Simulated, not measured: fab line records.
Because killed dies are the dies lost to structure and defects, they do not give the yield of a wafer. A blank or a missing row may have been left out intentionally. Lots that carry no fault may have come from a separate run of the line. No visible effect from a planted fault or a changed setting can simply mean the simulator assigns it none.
Chamber matching / flow n5-finfet / pecvd-03 running N5_BEOL_M5_PECVD_70: 3 sister chambers
The step deposits SiO2 from TEOS/O2, target thk 16 nm, time 18 s. 14 wafers are shown with their chamber, then 7 later ones without.

== WAFERS WITH THEIR CHAMBER ==
wafer=L075.2; chamber=1; throttle-valve-pct (%)=24.2; heater-power-w (W)=888; showerhead-plenum-p-Torr (Torr)=8.79
wafer=L075.3; chamber=2; throttle-valve-pct (%)=22.0; heater-power-w (W)=873; showerhead-plenum-p-Torr (Torr)=8.79
wafer=L075.5; chamber=2; throttle-valve-pct (%)=21.6; heater-power-w (W)=871; showerhead-plenum-p-Torr (Torr)=8.79
wafer=L077.2; chamber=0; throttle-valve-pct (%)=22.3; heater-power-w (W)=656; showerhead-plenum-p-Torr (Torr)=8.74
wafer=L077.3; chamber=2; throttle-valve-pct (%)=21.4; heater-power-w (W)=704; showerhead-plenum-p-Torr (Torr)=8.81
wafer=L077.5; chamber=2; throttle-valve-pct (%)=21.6; heater-power-w (W)=713; showerhead-plenum-p-Torr (Torr)=8.83
wafer=L083.1; chamber=0; throttle-valve-pct (%)=22.5; heater-power-w (W)=670; showerhead-plenum-p-Torr (Torr)=8.73
wafer=L083.4; chamber=2; throttle-valve-pct (%)=21.9; heater-power-w (W)=874; showerhead-plenum-p-Torr (Torr)=8.81
wafer=L083.5; chamber=0; throttle-valve-pct (%)=22.4; heater-power-w (W)=689; showerhead-plenum-p-Torr (Torr)=8.73
wafer=L081.4; chamber=2; throttle-valve-pct (%)=21.9; heater-power-w (W)=806; showerhead-plenum-p-Torr (Torr)=8.80
wafer=L081.5; chamber=0; throttle-valve-pct (%)=22.3; heater-power-w (W)=682; showerhead-plenum-p-Torr (Torr)=8.75
wafer=L081.6; chamber=1; throttle-valve-pct (%)=23.6; heater-power-w (W)=886; showerhead-plenum-p-Torr (Torr)=8.81
wafer=L082.1; chamber=2; throttle-valve-pct (%)=21.5; heater-power-w (W)=901; showerhead-plenum-p-Torr (Torr)=8.83
wafer=L082.2; chamber=0; throttle-valve-pct (%)=22.4; heater-power-w (W)=643; showerhead-plenum-p-Torr (Torr)=8.74

SIGNATURES (means of the wafers above)
reading=throttle-valve-pct; chamber 0=22.380; chamber 1=23.900; chamber 2=21.700; scatter within a chamber=0.219
reading=heater-power-w; chamber 0=668.00; chamber 1=887.00; chamber 2=820.29; scatter within a chamber=61.3
reading=showerhead-plenum-p-Torr; chamber 0=8.7380; chamber 1=8.8000; chamber 2=8.8086; scatter within a chamber=0.014
Rule: a wafer's distance from a chamber is the root of the sum, over the readings, of the square of ((its reading less the chamber's mean) divided by the reading's scatter). The wafer belongs to the nearest chamber; if the next one is less than 2 further off, it can't be placed. How the scatter is found: for the shown wafers, subtract from each reading the mean of its chamber, square and add these, divide the total by (wafers less chambers), then take the root.

== WAFERS WITH NO CHAMBER GIVEN ==
wafer=L082.4; throttle-valve-pct (%)=22.2; heater-power-w (W)=650; showerhead-plenum-p-Torr (Torr)=8.73
wafer=L084.4; throttle-valve-pct (%)=23.7; heater-power-w (W)=780; showerhead-plenum-p-Torr (Torr)=8.80
wafer=L084.5; throttle-valve-pct (%)=22.0; heater-power-w (W)=710; showerhead-plenum-p-Torr (Torr)=8.80
wafer=L084.6; throttle-valve-pct (%)=22.2; heater-power-w (W)=662; showerhead-plenum-p-Torr (Torr)=8.75
wafer=L088.1; throttle-valve-pct (%)=21.9; heater-power-w (W)=748; showerhead-plenum-p-Torr (Torr)=8.79
wafer=L088.3; throttle-valve-pct (%)=23.9; heater-power-w (W)=885; showerhead-plenum-p-Torr (Torr)=8.80
wafer=L088.5; throttle-valve-pct (%)=21.9; heater-power-w (W)=758; showerhead-plenum-p-Torr (Torr)=8.80

== WHICH CHAMBER EACH ONE RAN IN ==
wafer=L082.4; from the rows above=0; in truth=0
wafer=L084.4; from the rows above=1; in truth=1
wafer=L084.5; from the rows above=2; in truth=2
wafer=L084.6; from the rows above=0; in truth=0
wafer=L088.1; from the rows above=2; in truth=2
wafer=L088.3; from the rows above=1; in truth=1
wafer=L088.5; from the rows above=2; in truth=2
Correct placement for 7 of the 7. Number that these rows cannot place: 0. 0 placed wrongly.
